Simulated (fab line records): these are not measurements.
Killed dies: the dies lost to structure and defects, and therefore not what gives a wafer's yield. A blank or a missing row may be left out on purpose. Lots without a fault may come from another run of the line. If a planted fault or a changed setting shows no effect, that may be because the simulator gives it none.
Code-filled problem report in 8D (eight disciplines) form + flow n5_finfet + the parts of the form that need people (team, actions taken, sign-off) are left out

1. THE PROBLEM
FIN_CUT_OVL at N5_FIN_CUT_OVL_MEAS_09 reads a mean of 10.9 nm on 6 wafers of 2 lots; wafers without a fault read -0.4 nm with a standard deviation of 0.65. That puts it +17 standard deviations away from the usual mean.
The first sign was on wafer L585.1 at day 6 14:50, on overlay-01. Wafers with a number at this step in the record: 27, from 9 lots. The rule behind "out" and "out of limits": a value lying over 4 standard deviations away from the usual mean. The other wafers with a number count as sound.

2. WHAT IT IS AND WHAT IT IS NOT
| question                    | is                     | is not                                                              |
|-----------------------------|------------------------|---------------------------------------------------------------------|
| which readings at this step | FIN_CUT_OVL            | -                                                                   |
| which lots                  | L585, L586             | L571, L573, L577, L578, L579, L582, L588                            |
| which wafers of those lots  | all that have a number | -                                                                   |
| read on which gauges        | overlay-01             | overlay-02                                                          |
| when                        | from day 6 14:50       | up to then (18 sound wafers); but 3 sound wafers of L588 came after |

3. THE SUSPECTS, EACH WITH WHAT RULES IT OUT
Counting: any tool at a process step up to the reading is kept as a suspect provided that every lot that is out went through it and no sound lot did after the first of them.
- the gauge at N5_FIN_CUT_OVL_MEAS_09: kept. All the wafers that are out were read on overlay-01, and no step on other tools shows them out.
- rie_diel-04 at N5_FIN_SAQP_STRIP_77 (strips in N2/H2, time 90 s): kept. All lots that are out passed through it, beginning with L585 at day 6 14:04, and no sound lot followed; its final sound lot before that point was L582 at day 5 20:49.
- euv_scanner-01 at N5_FIN_CUT_EXPOSE_05 (exposes mask FIN CUT): kept. All lots that are out passed through it, beginning with L585 at day 6 14:40, and no sound lot followed; its final sound lot before that point was L577 at day 4 14:40.
Still standing after the count: rie_diel-04 at N5_FIN_SAQP_STRIP_77, euv_scanner-01 at N5_FIN_CUT_EXPOSE_05, overlay-01 at N5_FIN_CUT_OVL_MEAS_09.

4. THE CAUSE (what the simulator had put in)
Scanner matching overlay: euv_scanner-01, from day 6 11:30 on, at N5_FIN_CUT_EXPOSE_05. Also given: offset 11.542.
After counting, 3 suspects remain, this tool included.

5. THE CHAIN OF EFFECTS, in route order
Each row: a reading whose mean over the struck wafers that have a number lies more than 3 standard deviations from the usual. Scope: only readings with a usual standard deviation given in the record; hours: median across lots of the time from each lot's start at the first step in this table that gives one to its start at this step; sigmas: change in usual standard deviations.
| hours | step                   | reading     | usual   | on struck wafers | change | sigmas |
|-------|------------------------|-------------|---------|------------------|--------|--------|
| 0     | N5_FIN_CUT_OVL_MEAS_09 | FIN_CUT_OVL | -0.4 nm | 10.9             | +11.3  | +17    |
Later steps that measure or inspect, where all struck wafers having a row at the step show a number for every such reading and not one has moved that far: N5_BEOL_M4_RC_MEAS_101.

6. HOW IT WOULD HAVE BEEN CAUGHT EARLIER
The first out-of-limits reading at a measuring or inspecting step in this record came at day 6 14:50, 3 hours after the fault's start at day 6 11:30.
Of the tool readings at N5_FIN_CUT_EXPOSE_05 for which the record gives a usual standard deviation, none was out on any struck wafer, so an alarm limit of 4 standard deviations on them would not have fired.
Lots out: 2; of these, L586 started N5_FIN_CUT_EXPOSE_05 on euv_scanner-01 after day 6 14:50. Holding the tool at that time would have saved it.
